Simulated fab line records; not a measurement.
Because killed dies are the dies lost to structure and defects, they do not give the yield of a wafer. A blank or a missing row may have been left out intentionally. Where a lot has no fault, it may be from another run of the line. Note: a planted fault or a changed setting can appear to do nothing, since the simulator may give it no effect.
Chamber matching / flow nandHarc / pecvd-04 running NHARC_A_STAIRCASE_DEP_156: 3 sister chambers
The step deposits SiNx, target thk 50 nm. 3 wafers are shown with their chamber, then 12 later ones without.

## WAFERS PAIRED WITH THEIR CHAMBERS
wafer=L082.5; chamber=2; heaterPowerW (W)=864
wafer=L088.1; chamber=1; heaterPowerW (W)=723
wafer=L088.4; chamber=0; heaterPowerW (W)=557

## WAFERS WITH NO CHAMBER GIVEN
wafer=L091.2; heaterPowerW (W)=678
wafer=L091.3; heaterPowerW (W)=700
wafer=L091.4; heaterPowerW (W)=700
wafer=L090.2; heaterPowerW (W)=620
wafer=L090.5; heaterPowerW (W)=797
wafer=L090.6; heaterPowerW (W)=619
wafer=L093.2; heaterPowerW (W)=736
wafer=L093.3; heaterPowerW (W)=639
wafer=L093.6; heaterPowerW (W)=626
wafer=L092.2; heaterPowerW (W)=630
wafer=L092.5; heaterPowerW (W)=843
wafer=L092.6; heaterPowerW (W)=617

## THE CHAMBER EACH PASSED THROUGH
wafer=L091.2; from the rows above=can't be placed: 1 or 0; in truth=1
wafer=L091.3; from the rows above=1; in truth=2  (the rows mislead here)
wafer=L091.4; from the rows above=1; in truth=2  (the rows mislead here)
wafer=L090.2; from the rows above=can't be placed: 0 or 1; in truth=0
wafer=L090.5; from the rows above=can't be placed: 2 or 1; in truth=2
wafer=L090.6; from the rows above=can't be placed: 0 or 1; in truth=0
wafer=L093.2; from the rows above=1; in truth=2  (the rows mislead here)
wafer=L093.3; from the rows above=can't be placed: 0 or 1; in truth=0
wafer=L093.6; from the rows above=can't be placed: 0 or 1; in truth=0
wafer=L092.2; from the rows above=can't be placed: 0 or 1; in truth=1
wafer=L092.5; from the rows above=can't be placed: 2 or 1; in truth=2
wafer=L092.6; from the rows above=can't be placed: 0 or 1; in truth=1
Correctly placed: 0 of 12. From these rows, 9 cannot be placed; in 9 the true chamber is one of the candidates. Number placed wrongly: 3.
How it was worked out, from the rows above alone: a wafer's distance from a chamber is the root of the sum, over the readings, of the square of ((its reading less the chamber's mean) divided by the reading's scatter). The wafer belongs to the nearest chamber; if the next one is less than 2 further off, it can't be placed. A chamber's mean is the mean of its shown wafers. The scatter: root of mean squared gap, hidden wafer to nearest shown wafer, with one shown wafer a chamber.
